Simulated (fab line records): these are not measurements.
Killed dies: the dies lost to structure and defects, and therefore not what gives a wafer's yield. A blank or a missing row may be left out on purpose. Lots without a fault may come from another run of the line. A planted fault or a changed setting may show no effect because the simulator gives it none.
fab line records	flow n5Finfet
record: lots: 7	wafers: 21
route steps=1938 shown BEOL_M5@1140 BEOL_M7@1329 BEOL_M8@1335 BEOL_M9@1408
startH: hours from the record's opening day to when the first of the lot's shown wafers began	waitH: time in hours since the lot's previous step	" repeats the value in the row above	L1.1+2: a single row standing in for several wafers	- no value present, or no start provided	* or withheld: withheld	< > ~ a bound
route shown NAME@n: names a module that has steps shown in the file, with the first one's number in the route	usual: average and standard deviation across the fault-free wafers	same: alike in all rows	chamber/n: place in a boat	sites: readings site by site	_std_site: standard deviation across them	_edge_site: the outer-site mean with the inner-site mean subtracted	radiusMm: how far each site lies from the wafer's centre	mask NAME#n: copy n	behind: tool/chamber where the wafer was last shaped	hold: why the lot went on hold/how many hours it stayed there/how the hold came to an end	device: whichever transistor did not switch (one of n, p or np)	end of line: the route-end tests of the same wafers	step lacking rows: just its recipe	killed: dies that structure and defects cost at the first sort, which is not the same as the wafer's yield	map: a wafer's dies, marking killed ones x, the rest . and places with no die _
set.NAME: the run value of the setting; set.NAME@STEP: its run value at that earlier step	model.NAME: the simulator's own value behind a step, which no gauge read
lots run with intentionally changed settings; tables by step, rows by wafer
== steps ==
step: N5_BEOL_M5_COAT_66
recipe: resist: SiARC	tempC: 220	timeS: 60	spinRpm: 1500	resistThkNm: 12
lot.wafer	tool	chamber	startH	waitH	set.spinRpm	model.SiARC_of_BEOL_M5_COAT_66.thkNm
L074.3	lithoTrack-02	0	-	-	1500	12
L074.4+6	"	0	"	"	1443	12.2
L076.3+4+6	lithoTrack-03	0	-	-	1500	12
L081.2+3+4	lithoTrack-05	0	-	-	1500	12
L084.3+4	lithoTrack-02	0	-	-	1371	12.6
L084.5	"	0	"	"	1500	12
L094.4+5+6	lithoTrack-05	0	-	-	1500	12
L096.4+6	lithoTrack-02	0	-	-	1500	12
L096.5	"	0	"	"	1629	11.6
L095.1+4+5	lithoTrack-03	0	-	-	1500	12
step: N5_BEOL_M5_COAT_74
recipe: resist: underlayer	tempC: 205	timeS: 60	spinRpm: 1500	resistThkNm: 5
step: N5_BEOL_M5_COAT_22
recipe: resist: CAR-EUV	spinRpm: 1500	resistThkNm: 30
step: N5_BEOL_M5_DESCUM_33
recipe: chemistry: O2	timeS: 7	sourcePowerW: 50	biasPowerW: 20	pressureMtorr: 20	rfFrequencyHz: 2.712e+07	tempC: 40	resist: CAR-EUV	o2FlowSccm: 225
step: N5_BEOL_M5_ETCH_75
recipe: chemistry: N2/H2	target: underlayer	targetDepthA: 65	maskMaterial: CAR-EUV	timeS: 5.2	ionEnergyEv: 200	pressureMtorr: 30	sourceW: 840	biasW: 150	n2FlowSccm: 200	h2FlowSccm: 200	ends: cleared
step: N5_BEOL_M5_ETCH_67
recipe: chemistry: CF4	target: SiARC	targetDepthA: 156	maskMaterial: CAR-EUV	timeS: 26	ionEnergyEv: 80	pressureMtorr: 40	sourceW: 545	biasW: 36	Ar_flow_sccm: 100	cf4FlowSccm: 100	ends: cleared
lot.wafer	tool	chamber	startH	waitH	set.spinRpm@BEOL_M5_COAT_66	model.etch.depthNm	model.CAR-EUV_of_BEOL_M5_COAT_22.thkNm
L074.3	rieDiel-05	3	176.31	0.0	1500	12.02	11
L074.4	"	0	"	"	1443	12.22	11
L074.6	"	1	"	"	1443	12.24	11
L076.3	rieDiel-03	0	185.27	0.0	1500	12.01	11
L076.4	"	3	"	"	1500	12.05	11
L076.6	"	1	"	"	1500	12.01	11.2
L081.2	rieDiel-02	2	212.48	0.0	1500	12.07	11.2
L081.3	"	3	"	"	1500	12.09	11.2
L081.4	"	1	"	"	1500	12.08	11.2
L084.3	rieDiel-03	3	235.43	0.0	1371	12.56	10.8
L084.4	"	1	"	"	1371	12.58	10.8
L084.5	"	1	"	"	1500	12.01	11.2
L094.4	rieDiel-05	3	289.09	0.0	1500	12.05	11.2
L094.5	"	0	"	"	1500	12.04	11.2
L094.6	"	1	"	"	1500	11.99	11.2
L096.4	rieDiel-03	0	301.92	0.0	1500	12.03	11
L096.5	"	3	"	"	1629	11.52	11.4
L096.6	"	2	"	"	1500	12.02	11
L095.1	rieDiel-02	0	308.85	0.0	1500	12.1	11.2
L095.4	"	2	"	"	1500	12.04	11.2
L095.5	"	0	"	"	1500	12.02	11.2
step: N5_BEOL_M5_DEP_56
recipe: material: SiCN	targetThkA: 80	tempC: withheld	precursor: 3MS/NH3	pressureTorr: 3	rfW: 202	timeS: 14
lot.wafer	tool	chamber	startH	waitH	set.timeS	model.SiCN_of_BEOL_M5_DEP_56.thkNm
L074.3+4	pecvd-01	2,0	183.59	0.0	14	8.2
L074.6	"	1	"	"	12.7	7.4
L076.3+6	pecvd-03	2,1	192.58	0.0	14	8.2
L076.4	"	0	"	"	14.79	8.8
L081.2+3	pecvd-02	1	221.08	0.0	14	8
L081.4	"	0	"	"	14	8.2
L084.3+5	pecvd-02	0,1	242.55	0.0	14	8
L084.4	"	2	"	"	14	8.2
L094.4	pecvd-02	1	296.65	0.0	14	8
L094.5+6	"	1,0	"	"	14	8.2
L096.4	pecvd-01	1	309.28	0.0	12.09	6.8
L096.5	"	2	"	"	14	8
L096.6	"	0	"	"	14	7.6
L095.1+5	pecvd-03	2,1	316.82	0.0	14	8
L095.4	"	0	"	"	14	8.2
step: N5_BEOL_M7_DEP_56
recipe: material: SiCN	targetThkA: 100	tempC: withheld	precursor: 3MS/NH3	pressureTorr: 3	rfW: 202	timeS: 17.5
lot.wafer	tool	chamber	startH	waitH	set.timeS	model.SiCN_of_BEOL_M7_DEP_56.thkNm
L074.3+6	pecvd-04	0,1	202.44	0.0	17.5	10
L074.4	"	1	"	"	17.5	10.2
L076.3	pecvd-01	1	208.96	0.0	17.5	10
L076.4	"	1	"	"	16.55	9.8
L076.6	"	2	"	"	16.55	9.6
L081.2+4	pecvd-01	2,1	237.49	0.0	17.5	10
L081.3	"	1	"	"	19.63	11.2
L084.3	pecvd-04	0	257.59	0.0	15.78	9.2
L084.4+5	"	1,2	"	"	17.5	10.2
L094.4	pecvd-03	1	313.28	0.0	17.5	10
L094.5+6	"	2,0	"	"	17.5	9.8
L096.4	pecvd-03	2	325.38	0.0	17.5	10.2
L096.5	"	1	"	"	17.5	10
L096.6	"	0	"	"	17.5	9.8
L095.1	pecvd-03	1	334.40	0.0	17.5	10
L095.4+5	"	1,2	"	"	17.5	10.2
step: N5_BEOL_M8_PECVD_70
recipe: material: SiO2	targetThkA: 200	tempC: 400	precursor: TEOS/O2	pressureTorr: 5.5	rfW: 450	teosFlowSccm: 53.8	gas: O2	flowSccm: 3000	timeS: 22.7
lot.wafer	tool	chamber	startH	waitH	set.tempC	model.SiO2_of_BEOL_M8_PECVD_70.thkNm
L074.3	pecvd-03	2	203.18	0.0	400	19.8
L074.4	"	1	"	"	400	20.4
L074.6	"	0	"	"	415.3	17.8
L076.3	pecvd-04	2	209.75	0.1	408.8	18.4
L076.4	"	1	"	"	408.8	18.6
L076.6	"	2	"	"	400	19.4
L081.2+3	pecvd-04	2,1	238.71	0.0	400	19.6
L081.4	"	2	"	"	400	19.4
L084.3	pecvd-04	2	258.34	0.0	406.3	18.8
L084.4	"	1	"	"	406.3	19.2
L084.5	"	2	"	"	400	20.2
L094.4	pecvd-04	2	314.03	0.1	412.8	18
L094.5	"	1	"	"	400	20
L094.6	"	0	"	"	400	19.8
L096.4	pecvd-04	2	326.15	0.1	393.1	21.2
L096.5	"	0	"	"	393.1	20.8
L096.6	"	1	"	"	400	20
L095.1	pecvd-02	1	335.62	0.0	400	20
L095.4	"	0	"	"	400	20.6
L095.5	"	1	"	"	400	20.2
step: N5_BEOL_M8_DESCUM_33
recipe: chemistry: O2	timeS: 7	sourcePowerW: 50	biasPowerW: 20	pressureMtorr: 20	rfFrequencyHz: 2.712e+07	tempC: 40	resist: CAR-EUV	o2FlowSccm: 225
lot.wafer	tool	chamber	startH	waitH	set.timeS	model.CAR-EUV_of_BEOL_M8_COAT_22.thkNm
L074.3+4+6	rieDiel-01	3,0,0	206.28	0.1	7	26
L076.3+6	rieDiel-06	3,1	212.33	0.0	8.516	25.4
L076.4	"	1	"	"	7	26
L081.2+3	rieDiel-01	3,0	243.38	0.3	7	25.8
L081.4	"	1	"	"	5.573	26.6
L084.3+5	rieDiel-01	3,0	261.71	0.0	7	26
L084.4	"	2	"	"	8.31	25.4
L094.4+6	rieDiel-04	2,0	319.64	0.0	7	26.2
L094.5	"	3	"	"	7	26
L096.4+5+6	rieDiel-04	0,3,0	329.70	0.0	7	26
L095.1+4+5	rieDiel-01	1,3,0	341.10	0.1	7	26
step: N5_BEOL_M8_ETCH_72
recipe: chemistry: N2/H2	target: underlayer	targetDepthA: 65	maskMaterial: CAR-EUV	timeS: 5.2	ionEnergyEv: 200	pressureMtorr: 30	sourceW: 840	biasW: 150	n2FlowSccm: 200	h2FlowSccm: 200	ends: cleared
lot.wafer	tool	chamber	startH	waitH	set.timeS@BEOL_M8_DESCUM_33	model.CAR-EUV_of_BEOL_M8_COAT_22.thkNm
L074.3+4+6	rieDiel-01	3,0,0	206.31	0.0	7	20.2
L076.3+6	rieDiel-06	3,1	212.36	0.0	8.516	19.6
L076.4	"	1	"	"	7	20.4
L081.2	rieDiel-01	3	243.42	0.0	7	20
L081.3	"	0	"	"	7	20.2
L081.4	"	1	"	"	5.573	20.8
L084.3+5	rieDiel-01	3,0	261.74	0.0	7	20.2
L084.4	"	2	"	"	8.31	19.8
L094.4+5+6	rieDiel-04	2,3,0	319.68	0.0	7	20.4
L096.4+5+6	rieDiel-04	0,3,0	329.73	0.0	7	20.2
L095.1+4+5	rieDiel-01	1,3,0	341.14	0.0	7	20.2
step: N5_BEOL_M8_ETCH_65
recipe: chemistry: CF4	target: SiARC	targetDepthA: 156	maskMaterial: CAR-EUV	timeS: 26	ionEnergyEv: 80	pressureMtorr: 40	sourceW: 545	biasW: 36	Ar_flow_sccm: 100	cf4FlowSccm: 100	ends: cleared
lot.wafer	tool	chamber	startH	waitH	set.timeS@BEOL_M8_DESCUM_33	model.CAR-EUV_of_BEOL_M8_COAT_22.thkNm
L074.3+4+6	rieDiel-01	3,0,0	206.33	0.0	7	11
L076.3	rieDiel-06	3	212.38	0.0	8.516	10.4
L076.4	"	1	"	"	7	11
L076.6	"	1	"	"	8.516	10.2
L081.2	rieDiel-01	3	243.44	0.0	7	10.8
L081.3	"	0	"	"	7	11
L081.4	"	1	"	"	5.573	11.6
L084.3	rieDiel-01	3	261.76	0.0	7	11.2
L084.4	"	2	"	"	8.31	10.6
L084.5	"	0	"	"	7	11
L094.4+6	rieDiel-04	2,0	319.69	0.0	7	11.2
L094.5	"	3	"	"	7	11
L096.4+5+6	rieDiel-04	0,3,0	329.75	0.0	7	11
L095.1+4+5	rieDiel-01	1,3,0	341.15	0.0	7	11
step: N5_BEOL_M8_TRENCH_ETCH_37
recipe: chemistry: C4F6/O2	targetDepthA: 934.78	target: SiCOH_lowk	timeS: 31.2	ionEnergyEv: 250	pressureMtorr: 30	sourceW: 345	biasW: 185	Ar_flow_sccm: 300	C4F6_flow_sccm: 10	O2_flow_sccm: 10
lot.wafer	tool	chamber	startH	waitH	set.timeS	model.BEOL_M8.featureDepthNm	model.etch.depthNm
L074.3	rieDiel-01	3	-	-	31.2	93.2	93.12
L074.4	"	0	"	"	31.2	95.2	95.11
L074.6	"	0	"	"	31.2	95.6	95.53
L076.3	rieDiel-06	3	-	-	33.45	101	101
L076.4	"	1	"	"	31.2	93	93.04
L076.6	"	1	"	"	31.2	92.2	92.21
L081.2	rieDiel-01	3	-	-	31.2	93.2	93.19
L081.3	"	0	"	"	31.2	95.6	95.67
L081.4	"	1	"	"	37.58	112.6	112.6
L084.3	rieDiel-01	3	-	-	31.2	93.4	93.33
L084.4	"	2	"	"	31.2	92.4	92.47
L084.5	"	0	"	"	31.2	95.6	95.66
L094.4	rieDiel-04	2	-	-	35.03	105	105
L094.5	"	3	"	"	35.03	105.8	105.7
L094.6	"	0	"	"	35.03	106.6	106.5
L096.4	rieDiel-04	0	-	-	31.2	95.8	95.79
L096.5	"	3	"	"	31.2	93.4	93.34
L096.6	"	0	"	"	34.07	103.8	103.8
L095.1	rieDiel-01	1	-	-	31.2	93.2	93.25
L095.4	"	3	"	"	31.2	92.8	92.75
L095.5	"	0	"	"	31.2	94.2	94.22
step: N5_BEOL_M8_ETCH_41
recipe: chemistry: CH3F/O2	target: SiCN	targetDepthA: 319	taperDeg: 2	timeS: 57.8	ionEnergyEv: 120	maskMaterial: TiN	pressureMtorr: 30	sourceW: 395	biasW: 75	Ar_flow_sccm: 150	CH3F_flow_sccm: 30	O2_flow_sccm: 20
step: N5_BEOL_M8_STRIP_80
recipe: chemistry: N2/H2	timeS: 10	powerW: 450	tempC: 40	pressureMtorr: 20	rfFrequencyHz: 6e+07	biasPowerW: 7	n2FlowSccm: 200	h2FlowSccm: 200
step: N5_BEOL_M8_OCD_MEAS_38
usual: trenchDepthNm: 93.5/1.2
lot.wafer	tool	chamber	startH	waitH	set.timeS@BEOL_M8_TRENCH_ETCH_37	trenchDepthNm
L074.3	ocd-01	-	206.71	-	31.2	92.9
L074.4	"	-	"	"	31.2	94.9
L074.6	"	-	"	"	31.2	95.7
L076.3	ocd-01	-	212.76	-	33.45	101.1
L076.4	"	-	"	"	31.2	92.7
L076.6	"	-	"	"	31.2	91.9
L081.2	ocd-02	-	243.82	-	31.2	93.2
L081.3	"	-	"	"	31.2	95.4
L081.4	"	-	"	"	37.58	112.7
L084.3	ocd-02	-	262.14	-	31.2	93.4
L084.4	"	-	"	"	31.2	93.1
L084.5	"	-	"	"	31.2	95.6
L094.4	ocd-02	-	320.08	-	35.03	104.8
L094.5	"	-	"	"	35.03	105.9
L094.6	"	-	"	"	35.03	105.9
L096.4	ocd-02	-	330.13	-	31.2	96.5
L096.5	"	-	"	"	31.2	93.3
L096.6	"	-	"	"	34.07	104.1
L095.1	ocd-02	-	341.53	-	31.2	93.1
L095.4	"	-	"	"	31.2	92.8
L095.5	"	-	"	"	31.2	93.3
step: N5_BEOL_M8_HM_STRIP_39
recipe: chemistry: peroxideTinStrip	material: TiN	targetDepthA: 250	tempC: 50	timeS: 158
lot.wafer	tool	chamber	startH	waitH	set.tempC@BEOL_M8_PECVD_70	model.SiO2_of_BEOL_M8_PECVD_70.thkNm
L074.3	wetBench-03	1	206.74	0.0	400	19.6
L074.4	"	4	"	"	400	20.2
L074.6	"	6	"	"	415.3	17.6
L076.3	wetBench-05	7	212.79	0.0	408.8	18.2
L076.4	"	3	"	"	408.8	18.6
L076.6	"	2	"	"	400	19.2
L081.2+3+4	wetBench-01	2,3,4	243.85	0.0	400	19.4
L084.3	wetBench-05	6	262.17	0.0	406.3	18.6
L084.4	"	2	"	"	406.3	19.2
L084.5	"	7	"	"	400	20
L094.4	wetBench-03	7	320.11	0.0	412.8	17.8
L094.5	"	1	"	"	400	19.8
L094.6	"	4	"	"	400	19.6
L096.4	wetBench-03	7	330.16	0.0	393.1	21.2
L096.5	"	4	"	"	393.1	20.8
L096.6	"	2	"	"	400	20
L095.1	wetBench-05	4	341.56	0.0	400	19.8
L095.4	"	0	"	"	400	20.4
L095.5	"	2	"	"	400	20
step: N5_BEOL_M8_SRD_40
recipe: timeS: 30	tempC: 23	rinseLiquid: diw	dry: ipaMarangoni
step: N5_BEOL_M8_PRECLEAN_42
recipe: chemistry: residueRemover	timeS: 60	tempC: 40
step: N5_BEOL_M8_ECD_50
recipe: material: Cu	targetThkA: 3000
step: N5_BEOL_M8_ANNEAL_51
recipe: tempC: 225	timeS: 90	ambient: N2
step: N5_BEOL_M8_CMP_52
recipe: stopOn: SiCOH_lowk	tOverpolishS: 6.9	downForcePsi: 1	platenRpm: 50	clearingPlatenDownForcePsi: 1.5	clearingPlatenRpm: 50	postCmpClean: cuAlkaline	targetThkNm: 80	clearingPlatenPadVelocityMS: 0.99484	padVelocityMS: 0.99484
lot.wafer	tool	chamber	startH	waitH	set.timeS@BEOL_M8_TRENCH_ETCH_37	model.Cu_of_BEOL_M8_ECD_50.thkNm
L074.4	cmp-02	0	209.26	0.2	31.2	82.2
L074.3	"	1	"	"	31.2	79.2
L074.6	"	3	"	"	31.2	82.6
L076.3	cmp-04	2	214.82	0.4	33.45	87.6
L076.4	"	0	"	"	31.2	80
L076.6	"	2	"	"	31.2	79.2
L081.3	cmp-04	1	247.78	0.2	31.2	81.8
L081.2	"	3	"	"	31.2	79
L081.4	"	0	"	"	37.58	99.6
L084.3	cmp-04	3	266.73	0.3	31.2	80.8
L084.4	"	0	"	"	31.2	80.4
L084.5	"	3	"	"	31.2	82
L094.4	cmp-01	2	322.28	0.2	35.03	91.6
L094.5	"	2	"	"	35.03	92
L094.6	"	3	"	"	35.03	93.6
L096.4	cmp-01	1	333.71	0.2	31.2	80.4
L096.6	"	0	"	"	34.07	90
L096.5	"	1	"	"	31.2	80
L095.4	cmp-01	0	344.52	0.2	31.2	79.4
L095.1	"	1	"	"	31.2	80.6
L095.5	"	2	"	"	31.2	80.8
step: N5_BEOL_M8_THK_MEAS_53
recipe: thkMeasGauge: xrf	reads: Cu_of_BEOL_M8_ECD_50
usual: M8_THK: 81.3/1.5
lot.wafer	tool	chamber	startH	waitH	set.timeS@BEOL_M8_TRENCH_ETCH_37	M8_THK[nm]
L074.3	filmMetro-02	-	209.48	-	31.2	80.8
L074.4	"	-	"	"	31.2	83.8
L074.6	"	-	"	"	31.2	84.5
L076.3	filmMetro-02	-	215.08	-	33.45	89.2
L076.4	"	-	"	"	31.2	81.2
L076.6	"	-	"	"	31.2	80.5
L081.2	filmMetro-01	-	248.07	-	31.2	80.8
L081.3	"	-	"	"	31.2	83.4
L081.4	"	-	"	"	37.58	101.5
L084.3	filmMetro-01	-	266.99	-	31.2	81.6
L084.4	"	-	"	"	31.2	81.3
L084.5	"	-	"	"	31.2	83.1
L094.4	filmMetro-02	-	322.58	-	35.03	93.9
L094.5	"	-	"	"	35.03	94.1
L094.6	"	-	"	"	35.03	95.3
L096.4	filmMetro-02	-	333.97	-	31.2	83.1
L096.5	"	-	"	"	31.2	82.3
L096.6	"	-	"	"	34.07	92.8
L095.1	filmMetro-02	-	344.73	-	31.2	83.0
L095.4	"	-	"	"	31.2	81.9
L095.5	"	-	"	"	31.2	83.2
step: N5_BEOL_M8_PRE_CLEAN_55
recipe: gas: NH3	timeS: 15	tempC: withheld	rfPowerW: 300
step: N5_BEOL_M8_DEP_56
recipe: material: SiCN	targetThkA: 100	tempC: withheld	precursor: 3MS/NH3	pressureTorr: 3	rfW: 202	timeS: 17.5
step: N5_BEOL_M8_RS_MEAS_57
recipe: thkMeasGauge: four-point-probe	reads: Cu_of_BEOL_M8_ECD_50+Co_of_BEOL_M8_CVD_78+TaN_of_BEOL_M8_ALD_77
usual: M8_RS: 0.287/0.0064
lot.wafer	tool	chamber	startH	waitH	set.timeS@BEOL_M8_TRENCH_ETCH_37	M8_RS[ohm/sq]
L074.3	filmMetro-01	-	209.65	0.1	31.2	0.290
L074.4	"	-	"	"	31.2	0.278
L074.6	"	-	"	"	31.2	0.276
L076.3	filmMetro-02	-	215.21	0.1	33.45	0.257
L076.4	"	-	"	"	31.2	0.286
L076.6	"	-	"	"	31.2	0.290
L081.2	filmMetro-01	-	248.20	0.1	31.2	0.291
L081.3	"	-	"	"	31.2	0.280
L081.4	"	-	"	"	37.58	0.223
L084.3	filmMetro-02	-	267.15	0.1	31.2	0.282
L084.4	"	-	"	"	31.2	0.284
L084.5	"	-	"	"	31.2	0.277
L094.4	filmMetro-02	-	322.74	0.1	35.03	0.244
L094.5	"	-	"	"	35.03	0.243
L094.6	"	-	"	"	35.03	0.238
L096.4	filmMetro-02	-	334.10	0.0	31.2	0.284
L096.5	"	-	"	"	31.2	0.287
L096.6	"	-	"	"	34.07	0.249
L095.1	filmMetro-02	-	344.87	0.1	31.2	0.284
L095.4	"	-	"	"	31.2	0.288
L095.5	"	-	"	"	31.2	0.282
step: N5_BEOL_M9_COAT_05
recipe: resist: CAR-ArF	spinRpm: 1500	resistThkNm: 90
lot.wafer	tool	chamber	startH	waitH	set.spinRpm	model.CAR-ArF_of_BEOL_M9_COAT_05.thkNm
L074.3	lithoTrack-05	0	-	-	1500	89.8
L074.4	"	0	"	"	1500	90
L074.6	"	0	"	"	1500	89.6
L076.3+6	lithoTrack-01	0	-	-	1627	86.4
L076.4	"	0	"	"	1500	90
L081.2	lithoTrack-04	0	-	-	1398	93
L081.3	"	0	"	"	1500	90
L081.4	"	0	"	"	1398	93.4
L084.3	lithoTrack-01	0	-	-	1500	90.2
L084.4	"	0	"	"	1500	90.6
L084.5	"	0	"	"	1500	90.4
L094.4	lithoTrack-05	0	-	-	1359	94.8
L094.5	"	0	"	"	1500	90.2
L094.6	"	0	"	"	1359	94.6
L096.4+5+6	lithoTrack-01	0	-	-	1398	93.4
L095.1+4	lithoTrack-05	0	-	-	1500	90.4
L095.5	"	0	"	"	1500	90.2
step: N5_BEOL_M9_EBR_07
recipe: solvent: PGMEA	ebrWidthMm: 1.5
step: N5_BEOL_M9_SOFTBAKE_06
recipe: tempC: 110	timeS: 60	resist: CAR-ArF
step: N5_BEOL_M9_EXPOSE_08
recipe: maskId: M9	na: 1.35	sourceShape: dipole	sigmaInner: 0.411	sigmaOuter: 0.611	polarization: te	doseMj: 53.75
step: N5_BEOL_M9_PEB_09
recipe: pebTempC: withheld	pebTimeS: 60	resist: CAR-ArF
step: N5_BEOL_M9_DEVELOP_10
recipe: developTimeS: 30	developer: TMAH	resist: CAR-ArF	rinseLiquid: diw	dry: airSpin	devTempC: 23
lot.wafer	tool	chamber	startH	waitH	set.spinRpm@BEOL_M9_COAT_05	model.CAR-ArF_of_BEOL_M9_COAT_05.thkNm
L074.3+4	lithoTrack-01	0	-	-	1500	88.2
L074.6	"	0	"	"	1500	88
L076.3	lithoTrack-04	0	-	-	1627	84.8
L076.4	"	0	"	"	1500	88.2
L076.6	"	0	"	"	1627	84.6
L081.2	lithoTrack-05	0	-	-	1398	91.2
L081.3	"	0	"	"	1500	88.4
L081.4	"	0	"	"	1398	91.6
L084.3	lithoTrack-01	0	-	-	1500	88.4
L084.4	"	0	"	"	1500	88.8
L084.5	"	0	"	"	1500	88.6
L094.4	lithoTrack-05	0	-	-	1359	93
L094.5	"	0	"	"	1500	88.6
L094.6	"	0	"	"	1359	92.8
L096.4+5	lithoTrack-01	0	-	-	1398	91.8
L096.6	"	0	"	"	1398	91.6
L095.1	lithoTrack-01	0	-	-	1500	88.8
L095.4	"	0	"	"	1500	88.6
L095.5	"	0	"	"	1500	88.4
== key ==
split: step: N5_BEOL_M5_COAT_66	setting: spinRpm	stated: 1500	by: wafer
response: step: N5_BEOL_M5_COAT_66	reading: model.SiARC_of_BEOL_M5_COAT_66.thkNm	change: -0.0576	per: 1%	r: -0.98
response: step: N5_BEOL_M5_ETCH_67	reading: model.etch.depthNm	change: -0.0618	per: 1%	r: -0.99
response: step: N5_BEOL_M5_ETCH_67	reading: model.CAR-EUV_of_BEOL_M5_COAT_22.thkNm	change: +0.0424	per: 1%	r: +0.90
split: step: N5_BEOL_M5_DEP_56	setting: timeS	stated: 14	by: wafer
response: step: N5_BEOL_M5_DEP_56	reading: model.SiCN_of_BEOL_M5_DEP_56.thkNm	change: +0.0804	per: 1%	r: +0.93
split: step: N5_BEOL_M7_DEP_56	setting: timeS	stated: 17.5	by: wafer
response: step: N5_BEOL_M7_DEP_56	reading: model.SiCN_of_BEOL_M7_DEP_56.thkNm	change: +0.095	per: 1%	r: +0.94
split: step: N5_BEOL_M8_PECVD_70	setting: tempC	stated: 400	by: wafer
response: step: N5_BEOL_M8_PECVD_70	reading: model.SiO2_of_BEOL_M8_PECVD_70.thkNm	change: -0.582	per: 1%	r: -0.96
response: step: N5_BEOL_M8_HM_STRIP_39	reading: model.SiO2_of_BEOL_M8_PECVD_70.thkNm	change: -0.571	per: 1%	r: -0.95
split: step: N5_BEOL_M8_DESCUM_33	setting: timeS	stated: 7	by: wafer
response: step: N5_BEOL_M8_DESCUM_33	reading: model.CAR-EUV_of_BEOL_M8_COAT_22.thkNm	change: -0.0328	per: 1%	r: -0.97
response: step: N5_BEOL_M8_ETCH_72	reading: model.CAR-EUV_of_BEOL_M8_COAT_22.thkNm	change: -0.0316	per: 1%	r: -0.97
response: step: N5_BEOL_M8_ETCH_65	reading: model.CAR-EUV_of_BEOL_M8_COAT_22.thkNm	change: -0.0314	per: 1%	r: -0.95
split: step: N5_BEOL_M8_TRENCH_ETCH_37	setting: timeS	stated: 31.2	by: wafer
response: step: N5_BEOL_M8_TRENCH_ETCH_37	reading: model.BEOL_M8.featureDepthNm	change: +0.933	per: 1%	r: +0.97
response: step: N5_BEOL_M8_TRENCH_ETCH_37	reading: model.etch.depthNm	change: +0.93	per: 1%	r: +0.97
response: step: N5_BEOL_M8_OCD_MEAS_38	reading: trenchDepthNm	change: +0.946	per: 1%	r: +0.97
response: step: N5_BEOL_M8_CMP_52	reading: model.Cu_of_BEOL_M8_ECD_50.thkNm	change: +0.974	per: 1%	r: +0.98
response: step: N5_BEOL_M8_THK_MEAS_53	reading: M8_THK	change: +0.989	per: 1%	r: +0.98
response: step: N5_BEOL_M8_RS_MEAS_57	reading: M8_RS	change: -0.00332	per: 1%	r: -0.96
split: step: N5_BEOL_M9_COAT_05	setting: spinRpm	stated: 1500	by: wafer
response: step: N5_BEOL_M9_COAT_05	reading: model.CAR-ArF_of_BEOL_M9_COAT_05.thkNm	change: -0.458	per: 1%	r: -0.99
response: step: N5_BEOL_M9_DEVELOP_10	reading: model.CAR-ArF_of_BEOL_M9_COAT_05.thkNm	change: -0.438	per: 1%	r: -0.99
